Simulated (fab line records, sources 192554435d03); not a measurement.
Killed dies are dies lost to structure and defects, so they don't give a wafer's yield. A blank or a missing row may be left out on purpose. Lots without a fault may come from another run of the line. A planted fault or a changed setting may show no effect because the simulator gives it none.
fab line records | flow n5_finfet
record lots=10 wafers=29 last_day=21
route steps=1938 shown BEOL_M0_SAQP@673 BEOL_M4@1111 PASSIVATION@1936
lots that met no fault: from a run of the same line without faults
start_h: hours from the record's first day to the start of the lot's first wafer shown | wait_h: hours since the lot's step before | " the same as in the row above | L1.1+2: a row that stands for several wafers | - no value, or no start given | * or withheld: withheld | < > ~ a bound
route shown NAME@n: a module of which the file shows steps, and the number in the route of the first | usual: mean/standard deviation of fault-free wafers | same: alike in all rows | chamber/n: place in a boat | sites: the reading at each site | _std_site: their standard deviation | _edge_site: outer sites' mean less inner sites' | radius_mm: how far each site lies from the wafer's centre | mask NAME#n: copy n | behind: the tool/chamber that last shaped the wafer | hold: why the lot was held/for how many hours/how that ended | device: the transistor (n, p or np) that didn't switch | end of line: the same wafers' tests at the end of the route | a step without rows: its recipe alone | killed: dies lost to structure and defects at the first sort, not the wafer's yield | map: a wafer's dies, x killed, . not, _ none there
set.NAME: the setting as run; set.NAME@STEP: as run at that earlier step | model.NAME: the simulator's own value behind a step, which no gauge read
steps of the route over a sample of lots; a table a step, a row a wafer
services: from which hour (start_h, from the record's first day; less than 0 if before it) a tool's chamber was out of use, for how many hours, and why
## steps
# step N5_BEOL_M0_SAQP_ETCH_107
# recipe chemistry=CH3F/O2 target=SiNx target_depth_a=300 mask_material=SOC pressure_mtorr=30 source_w=395 bias_w=73 Ar_flow_sccm=150 CH3F_flow_sccm=30 O2_flow_sccm=20 ion_energy_ev=120
# usual O2_flow_sccm=20.00/0.053 drypump_motor_current_A=5.7/0.41 oes_f_703_au=0.78/0.081 oes_o_777_au=0.77/0.083 oes_product_au=0.77/0.079 rf_vpp_V=297/7.9 showerhead_plenum_p_Torr=2.00/0.076 throttle_valve_pct=16.4/0.31
# columns lot.wafer tool chamber start_h wait_h O2_flow_sccm drypump_motor_current_A oes_f_703_au oes_o_777_au oes_product_au rf_hours_counter_h rf_vpp_V showerhead_plenum_p_Torr throttle_valve_pct
L700.3 rie_diel-03 3 123.77 0.0 20.00 6.5 0.79 0.78 0.77 111 301 2.04 16.4
L700.4 " 1 " " 20.05 5.9 0.77 0.76 0.75 - 301 2.07 16.3
L700.5 " 0 " " 19.99 5.3 0.75 0.72 0.69 - 278 1.97 16.7
L702.2 rie_diel-02 3 125.60 0.0 20.00 5.4 0.92 0.92 0.90 17 299 2.13 15.9
L702.5 " 1 " " 20.03 4.8 0.82 0.82 0.77 - 290 2.04 16.7
L702.6 " 2 " " 19.96 5.9 0.68 0.69 0.72 - 308 1.92 16.7
L703.2 rie_diel-03 2 142.29 0.0 19.90 6.0 0.73 0.73 0.74 174 297 1.90 16.0
L703.6 " 1 " " 20.00 5.9 0.77 0.75 0.75 - 301 2.06 16.3
L707.1 rie_diel-03 1 157.45 0.0 19.99 5.9 0.76 0.75 0.74 205 301 2.06 16.3
L707.2 " 3 " " 20.02 6.5 0.77 0.77 0.75 121 301 2.04 16.4
L707.6 " 3 " " 19.97 6.4 0.77 0.77 0.75 - 299 2.04 16.4
L708.1 rie_diel-03 3 162.95 0.0 19.99 6.5 0.77 0.77 0.75 123 299 2.04 16.4
L708.3 " 2 " " 19.89 6.0 0.73 0.72 0.72 181 297 1.90 16.1
L708.6 " 3 " " 19.96 6.5 0.77 0.77 0.75 - 300 2.04 16.4
L709.1 rie_diel-06 1 168.19 0.0 20.01 5.6 0.77 0.77 0.79 127 295 1.95 16.9
L709.2 " 3 " " 20.05 5.4 0.68 0.66 0.67 250 304 1.89 16.9
L709.5 " 1 " " 20.01 5.6 0.77 0.78 0.79 - 296 1.95 16.9
L712.3 rie_diel-02 1 186.85 0.0 19.99 4.8 0.81 0.81 0.77 154 291 2.03 16.7
L712.5 " 3 " " 19.91 5.4 0.88 0.88 0.87 - 297 2.12 16.0
L712.6 " 2 " " 19.98 5.8 0.66 0.67 0.70 - 306 1.91 16.7
L713.1 rie_diel-03 1 189.92 0.0 20.04 5.9 0.75 0.75 0.74 217 303 2.06 16.4
L713.2 " 2 " " 19.93 6.0 0.72 0.72 0.73 191 297 1.90 16.1
L713.6 " 3 " " 20.01 6.5 0.77 0.76 0.75 - 301 2.03 16.4
L715.1 rie_diel-06 3 205.68 0.0 20.01 5.4 1.00 0.97 0.99 0 309 2.14 16.5
L715.2 " 2 " " 20.00 5.8 0.75 0.74 0.71 179 294 2.09 16.1
L715.5 " 2 " " 20.03 5.8 0.75 0.73 0.71 - 296 2.09 16.1
L723.2 rie_diel-06 1 250.45 0.0 20.01 5.6 0.75 0.75 0.76 158 295 1.94 17.0
L723.3 " 3 " " 20.00 5.4 0.94 0.90 0.94 15 310 2.14 16.5
L723.6 " 2 " " 20.08 5.8 0.73 0.72 0.71 - 296 2.08 16.1
# step N5_BEOL_M0_SAQP_SPACER2_ALD_26
# recipe material=SiO2 target_thk_a=150 temp_c=300 ald_precursor_family=BDEAS ald_co_reactant=O2-plasma pulse_time_s=1 purge_time_s=2 co_reactant_purge_time_s=2 pressure_torr=2
# usual heater_power_w=487/60 precursor_pulse_height_rel=1.001/0.019
# columns lot.wafer tool chamber start_h wait_h heater_power_w precursor_pulse_height_rel
L700.3 ald_sin-02 1 124.01 0.1 494 0.994
L700.4 " 3 " " 405 1.011
L700.5 " 3 " " 397 1.004
L702.2 ald_sin-02 1 126.37 0.6 494 1.028
L702.5 " 2 " " 477 0.991
L702.6 " 3 " " 401 0.983
L703.2 ald_sin-03 1 142.57 0.1 445 1.024
L703.6 " 1 " " 454 1.020
L707.1 ald_sin-01 0 157.69 0.1 524 0.998
L707.2 " 3 " " 499 0.996
L707.6 " 2 " " 599 1.042
L708.1 ald_sin-01 1 163.20 0.1 415 1.023
L708.3 " 0 " " 532 0.983
L708.6 " 1 " " 413 1.001
L709.1 ald_sin-01 1 168.47 0.1 411 1.011
L709.2 " 0 " " 522 1.006
L709.5 " 0 " " 541 1.018
L712.3 ald_sin-02 1 187.55 0.5 492 1.015
L712.5 " 1 " " 478 0.977
L712.6 " 0 " " 501 0.997
L713.1 ald_sin-03 0 190.77 0.7 433 1.012
L713.2 " 3 " " 511 0.983
L713.6 " 1 " " 460 0.987
L715.1 ald_sin-01 1 206.18 0.3 415 1.012
L715.2 " 3 " " 499 0.999
L715.5 " 0 " " 533 0.998
L723.2 ald_sin-02 1 250.70 0.1 495 0.995
L723.3 " 3 " " 403 1.017
L723.6 " 0 " " 497 0.987
# step N5_BEOL_M0_SAQP_EXPOSE_37
# recipe mask_id=M0_CUT1 na=0.33 source_shape=annular sigma_inner=0.35 sigma_outer=0.8 polarization=unpolarized target_cd_nm=30 dose_mj=44.75
# same sigma_inner=0.35 sigma_outer=0.8
# columns lot.wafer tool chamber start_h wait_h mask
L700.3+4+5 euv_scanner-02 0 124.95 - M0_CUT1#0
L702.2+5+6 euv_scanner-01 0 127.46 - M0_CUT1#0
L703.2+6 euv_scanner-01 0 143.63 - M0_CUT1#0
L707.1+2+6 euv_scanner-02 0 158.75 - M0_CUT1#0
L708.1+3+6 euv_scanner-02 0 164.12 - M0_CUT1#0
L709.1+2+5 euv_scanner-01 0 169.60 - M0_CUT1#0
L712.3+5+6 euv_scanner-02 0 188.67 - M0_CUT1#0
L713.1+2+6 euv_scanner-01 0 191.83 - M0_CUT1#0
L715.1+2+5 euv_scanner-01 0 207.23 - M0_CUT1#0
L723.2+3+6 euv_scanner-02 0 251.62 - M0_CUT1#0
# step N5_BEOL_M0_SAQP_CD_MEAS_40
# recipe target_cd_nm=30 landing_energy_ev=500 detector=se_inlens
# usual cd_nm=29.98/0.26
# columns lot.wafer tool chamber start_h wait_h cd_nm
L700.3 cd_sem-01 0 125.07 - 29.55
L700.4 " 0 " " 30.04
L700.5 " 0 " " 30.11
L702.2 cd_sem-01 0 127.59 - 29.73
L702.5 " 0 " " 29.92
L702.6 " 0 " " 29.99
L703.2 cd_sem-01 0 143.76 - 29.45
L703.6 " 0 " " 29.92
L707.1 cd_sem-01 0 158.88 - 30.15
L707.2 " 0 " " 30.56
L707.6 " 0 " " 29.90
L708.1 cd_sem-02 0 164.25 - 29.78
L708.3 " 0 " " 29.73
L708.6 " 0 " " 29.49
L709.1 cd_sem-03 0 169.73 - 30.30
L709.2 " 0 " " 30.00
L709.5 " 0 " " 30.14
L712.3 cd_sem-01 0 188.79 - 29.94
L712.5 " 0 " " 29.91
L712.6 " 0 " " 29.82
L713.1 cd_sem-02 0 191.96 - 30.57
L713.2 " 0 " " 30.32
L713.6 " 0 " " 30.02
L715.1 cd_sem-01 0 207.36 - 16.24
L715.2 " 0 " " 29.96
L715.5 " 0 " " 15.78
L723.2 cd_sem-01 0 251.75 - 30.17
L723.3 " 0 " " 30.21
L723.6 " 0 " " 29.78
# step N5_BEOL_M0_SAQP_INSPECT_42
# recipe mode=adi inspect_instrument=brightfield
# usual raw_defect_count=289/94
# columns lot.wafer tool chamber start_h wait_h raw_defect_count
L700.3 defect_inspect-02 - 125.15 0.0 197
L700.4 " - " " 290
L700.5 " - " " 200
L702.2 defect_inspect-01 - 127.67 0.0 282
L702.5 " - " " 298
L702.6 " - " " 187
L703.2 defect_inspect-01 - 143.85 0.0 173
L703.6 " - " " 303
L707.1 defect_inspect-01 - 158.97 0.1 277
L707.2 " - " " 235
L707.6 " - " " 296
L708.1 defect_inspect-01 - 164.34 0.1 235
L708.3 " - " " 273
L708.6 " - " " 362
L709.1 defect_inspect-01 - 169.83 0.1 285
L709.2 " - " " 273
L709.5 " - " " 296
L712.3 defect_inspect-02 - 188.88 0.0 233
L712.5 " - " " 289
L712.6 " - " " 238
L713.1 defect_inspect-01 - 192.05 0.1 203
L713.2 " - " " 183
L713.6 " - " " 191
L715.1 defect_inspect-01 - 207.45 0.1 267
L715.2 " - " " 319
L715.5 " - " " 260
L723.2 defect_inspect-02 - 251.84 0.0 218
L723.3 " - " " 216
L723.6 " - " " 196
# step N5_BEOL_M4_RC_MEAS_101
# usual DIBL_N=37.7/2 DIBL_P=37.7/2.3 IOFF_N=0.18/0.039 IOFF_P=0.23/0.042 ION_N=681/12 ION_P=463/8 SS_N=71.9/0.68 SS_P=73.6/0.71 VT_N=248/3.2 VT_P=-249/3.1
# columns lot.wafer tool chamber start_h wait_h DIBL_N[mV/V] DIBL_P[mV/V] IOFF_N[nA/um] IOFF_P[nA/um] ION_N[uA/um] ION_P[uA/um] SS_N[mV/dec] SS_P[mV/dec] VT_N[mV] VT_P[mV]
L702.2 prober-02 0 265.07 0.2 42.7 41.4 0.26 0.31 704 480 73.3 74.6 244 -245
L702.5 " 0 " " 36.7 34.8 0.13 0.18 672 465 71.3 72.9 254 -254
L702.6 " 0 " " 42.0 40.6 0.25 0.30 707 482 72.9 74.4 245 -247
L700.3 prober-01 0 271.29 0.3 36.6 36.6 0.17 0.24 669 464 72.1 72.7 249 -245
L700.4 " 0 " " 38.5 38.0 0.20 0.25 675 460 72.3 73.1 248 -243
L700.5 " 0 " " 40.1 42.1 0.26 0.36 688 471 72.8 73.9 243 -241
L703.2 prober-02 0 276.70 0.2 38.0 37.0 0.19 0.20 692 462 71.4 73.3 247 -252
L703.6 " 0 " " 37.4 37.3 0.16 0.21 681 459 71.2 73.3 249 -252
L707.1 prober-01 0 298.57 0.0 40.2 40.8 0.22 0.27 673 456 72.8 74.5 246 -248
L707.2 " 0 " " 39.1 39.3 0.21 0.24 687 465 72.5 73.8 247 -248
L707.6 " 0 " " 38.9 38.2 0.19 0.22 662 449 71.9 73.5 251 -251
L708.1 prober-02 0 306.99 0.0 38.7 39.1 0.19 0.25 679 459 72.9 74.1 248 -251
L708.3 " 0 " " 36.7 36.1 0.15 0.18 680 458 72.5 73.9 250 -256
L708.6 " 0 " " 37.4 39.1 0.18 0.25 695 471 72.8 74.3 251 -250
L709.1 prober-01 0 309.95 0.0 37.6 36.9 0.16 0.23 664 460 72.0 74.0 250 -249
L709.2 " 0 " " 40.3 38.5 0.23 0.25 682 461 72.7 74.1 247 -245
L709.5 " 0 " " 38.8 38.6 0.18 0.24 670 455 71.5 73.5 251 -250
L712.3 prober-02 0 327.06 0.3 40.5 39.8 0.25 0.26 689 464 72.8 74.4 242 -247
L712.5 " 0 " " 34.8 32.8 0.13 0.16 669 452 70.7 72.4 250 -253
L712.6 " 0 " " 39.7 38.2 0.21 0.23 681 462 72.7 73.4 246 -252
L715.2 prober-01 0 345.04 0.2 37.4 36.3 0.16 0.22 676 468 71.1 73.8 248 -250
L713.1 prober-01 0 353.43 0.0 34.6 35.0 0.14 0.19 668 461 70.6 73.0 249 -250
L713.2 " 0 " " 36.4 37.2 0.16 0.22 673 461 71.1 73.6 251 -251
L713.6 " 0 " " 39.1 40.1 0.21 0.27 685 458 72.7 73.4 247 -248
L723.2 prober-02 0 402.43 0.2 36.5 36.5 0.16 0.26 662 460 71.5 73.6 250 -245
L723.3 " 0 " " 33.3 31.9 0.12 0.17 680 463 70.8 73.0 248 -251
L723.6 " 0 " " 36.9 37.3 0.19 0.26 686 475 72.2 74.0 248 -246
# step N5_PASSIVATION_PROBE_49
# usual defect_limited_yield=91.1/1.4 killed_at_M0_to_M3=34/9.6 killed_at_M4_up=15/5.3 killed_at_contacts=12/6.1 killed_at_front_end=40/11 killed_at_other=3.5/2.8 killed_dies=105/17 killed_on_rim=14/4.3 killed_open=70/12 killed_short=34/7.7 sort_bin_4_leakage=0.01/0.07 sort_bin_5_function=5.2/0.97 sort_bin_6_memory=3.4/0.62 sort_n_pass=1075/17 sort_yield_pct=91.1/1.4
# same gross_dies=1180 killed_at_back_side=0 sort_bin_8_speed[%]=0
# columns lot.wafer tool chamber start_h wait_h defect_limited_yield[%] killed_at_M0_to_M3 killed_at_M4_up killed_at_contacts killed_at_front_end killed_at_other killed_dies killed_on_rim killed_open killed_short sort_bin_4_leakage[%] sort_bin_5_function[%] sort_bin_6_memory[%] sort_n_pass sort_yield_pct[%]
L712.3 prober-01 - 433.54 0.1 90.8 32 21 21 30 5 109 16 74 34 0 5.8 3.3 1071 90.8
L712.5 prober-01 - 433.64 0.2 90.8 45 13 13 36 2 109 8 75 34 0 5.4 3.5 1071 90.8
L712.6 prober-01 - 433.69 0.3 92.5 32 20 21 16 0 89 14 62 27 0 4.3 3.1 1091 92.5
L715.1 prober-01 - 450.39 0.0 0 1082 17 17 61 3 1180 152 94 49 0 26.9 4.1 0 0
L715.2 prober-01 - 450.44 0.1 94.2 23 17 11 18 0 69 10 47 21 0 2.9 2.6 1111 94.2
L715.5 prober-01 - 450.59 0.2 0 1105 21 10 44 0 1180 152 73 34 0 23.7 3.4 0 0
# killed by level:class
L712.3 MOL_CONTACT_COAG:geometric_particle:open=15 STI_FIN_REVEAL:geometric_particle:open=14 BEOL_M4:geometric_particle:open=13 BEOL_M3:geometric_particle:open=11 BEOL_M0_SAQP:geometric_particle:short=7 GATE_CUT:geometric_particle:short=6 MOL_CONTACT_COAG:geometric_particle:short=6 BEOL_M2:geometric_particle:open=6
L712.5 BEOL_M3:geometric_particle:open=18 BEOL_M2:geometric_particle:open=10 MOL_CONTACT_COAG:geometric_particle:open=9 GATE_CUT:geometric_particle:short=8 GATE_CUT:geometric_particle:open=6 BEOL_M0_SAQP:geometric_particle:open=6 BEOL_M4:geometric_particle:open=6 STI_FIN_REVEAL:geometric_particle:open=5
L712.6 MOL_CONTACT_COAG:geometric_particle:open=14 BEOL_M3:geometric_particle:open=12 BEOL_M4:geometric_particle:open=8 MOL_CONTACT_COAG:geometric_particle:short=7 BEOL_M2:geometric_particle:open=7 STI_FIN_REVEAL:geometric_particle:open=4 BEOL_M1:geometric_particle:open=4 BEOL_M5:geometric_particle:open=4
L715.1 BEOL_M0_SAQP:area_expose=1035 FIN_SAQP:geometric_particle:short=25 FIN_SAQP:geometric_particle:open=17 MOL_CONTACT_COAG:geometric_particle:open=14 BEOL_M1:geometric_particle:open=14 BEOL_M0_SAQP:geometric_particle:open=12 BEOL_M4:geometric_particle:open=9 BEOL_M0_SAQP:geometric_particle:short=6
L715.2 BEOL_M4:geometric_particle:open=12 MOL_CONTACT_COAG:geometric_particle:open=9 BEOL_M2:geometric_particle:open=8 FIN_SAQP:geometric_particle:short=5 BEOL_M0_SAQP:geometric_particle:short=5 BEOL_M1:geometric_particle:open=4 STARTING-WAFER:geometric_particle:open=3 FIN_SAQP:geometric_particle:open=2
L715.5 BEOL_M0_SAQP:area_expose=1071 FIN_SAQP:geometric_particle:open=12 MOL_CONTACT_COAG:geometric_particle:open=9 BEOL_M2:geometric_particle:open=9 FIN_SAQP:geometric_particle:short=8 DUMMY_GATE:geometric_particle:open=7 BEOL_M0_SAQP:geometric_particle:open=7 BEOL_M0_SAQP:geometric_particle:short=6
## services
# columns tool chamber start_h hours kind
euv_scanner-02 - 101.18 1.0 pm
euv_scanner-01 - 106.50 1.0 pm
euv_scanner-02 - 108.48 4.6 pm
euv_scanner-01 0 118.53 - calibration
rie_diel-03 2 118.77 6.3 repair
euv_scanner-01 - 130.50 0.6 repair
euv_scanner-01 - 138.17 4.6 pm
ald_sin-02 3 153.43 5.9 repair
euv_scanner-02 - 157.33 1.0 pm
euv_scanner-01 - 158.25 1.1 repair
euv_scanner-01 - 162.65 1.0 pm
ald_sin-03 - 176.77 14.0 pm
rie_diel-06 3 179.10 4.1 repair
euv_scanner-02 0 179.44 - calibration
ald_sin-02 3 198.27 6.7 repair
rie_diel-03 0 200.42 - clean
rie_diel-03 0 200.42 - consumable_replace:focus_ring
rie_diel-03 0 200.42 14.1 scheduled_down
rie_diel-03 0 200.42 14.1 vent_cycle
euv_scanner-02 - 213.01 0.6 repair
euv_scanner-02 - 213.62 1.0 pm
euv_scanner-01 - 218.80 1.0 pm
ald_sin-02 - 241.88 6.1 pm
euv_scanner-01 - 246.13 5.8 pm
## key
first_sign step=N5_BEOL_M0_SAQP_CD_MEAS_40 reading=cd_nm direction=down sigmas=53 usual=29.98 struck=16.01
effect step=N5_PASSIVATION_PROBE_49 reading=killed_at_M0_to_M3 direction=up sigmas=99+ usual=34 struck=1094
more_kills_born_at N5_BEOL_M0_SAQP_EXPOSE_37@euv_scanner-01=2106
met_at N5_BEOL_M0_SAQP_EXPOSE_37
struck_lots L715
struck_wafers L715.1,L715.5
later_rows_left_out L715.1,L715.5
not_acting_at N5_BEOL_M0_SAQP_ETCH_107,N5_BEOL_M0_SAQP_SPACER2_ALD_26,N5_BEOL_M0_SAQP_INSPECT_42
onset_between 191.83 207.23
fault kind=process_parameter_drift tool=euv_scanner-01 chamber=- onset_h=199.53 steps=N5_BEOL_M0_SAQP_EXPOSE_37 channel=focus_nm offset=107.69 shape=step end_h=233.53 scope=struck_wafers_only
# later_rows_left_out: the simulator's readings of these wafers behind a module that went badly wrong aren't trusted and aren't shown, but for the sort
